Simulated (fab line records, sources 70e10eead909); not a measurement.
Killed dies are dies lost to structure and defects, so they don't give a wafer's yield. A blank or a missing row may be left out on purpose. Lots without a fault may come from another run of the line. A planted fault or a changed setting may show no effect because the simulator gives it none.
Chamber matching | flow nand_harc | NHARC_P_CONTACT_CMP_01 on cmp-03: 4 sister chambers
The step polishes SiO2, target thk 200 nm. 4 wafers are shown with their chamber, then 8 later ones without.

WAFERS WITH THEIR CHAMBER
wafer  | chamber | motor_current_A (A)
L080.5 | 3       | 12.3
L080.2 | 1       | 12.2
L083.6 | 0       | 10.8
L086.2 | 2       | 12.7

WAFERS WITHOUT THEIR CHAMBER
wafer  | motor_current_A (A)
L086.4 | 10.8
L086.5 | 12.6
L089.1 | 10.5
L089.4 | 12.4
L089.5 | 12.5
L091.1 | 12.9
L091.3 | 10.4
L091.5 | 12.3

WHICH CHAMBER EACH WENT THROUGH
wafer  | from the rows above          | in truth
L086.4 | 0                            | 0
L086.5 | can't be placed: 2 or 3 or 1 | 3
L089.1 | 0                            | 0
L089.4 | can't be placed: 3 or 1 or 2 | 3
L089.5 | can't be placed: 2 or 3 or 1 | 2
L091.1 | can't be placed: 2 or 3      | 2
L091.3 | 0                            | 0
L091.5 | can't be placed: 3 or 1 or 2 | 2
Placed correctly: 3 of 8. Can't be placed from these rows: 5 (the true chamber is among the candidates in 5). Placed wrongly: 0.
How it was worked out, from the rows above alone: a wafer's distance from a chamber is the root of the sum, over the readings, of the square of ((its reading less the chamber's mean) divided by the reading's scatter). The wafer belongs to the nearest chamber; if the next one is less than 2 further off, it can't be placed. A chamber's mean is the mean of its shown wafers. The scatter: with one shown wafer a chamber, the root of the mean of the squares of how far each hidden wafer lies from its nearest shown one.
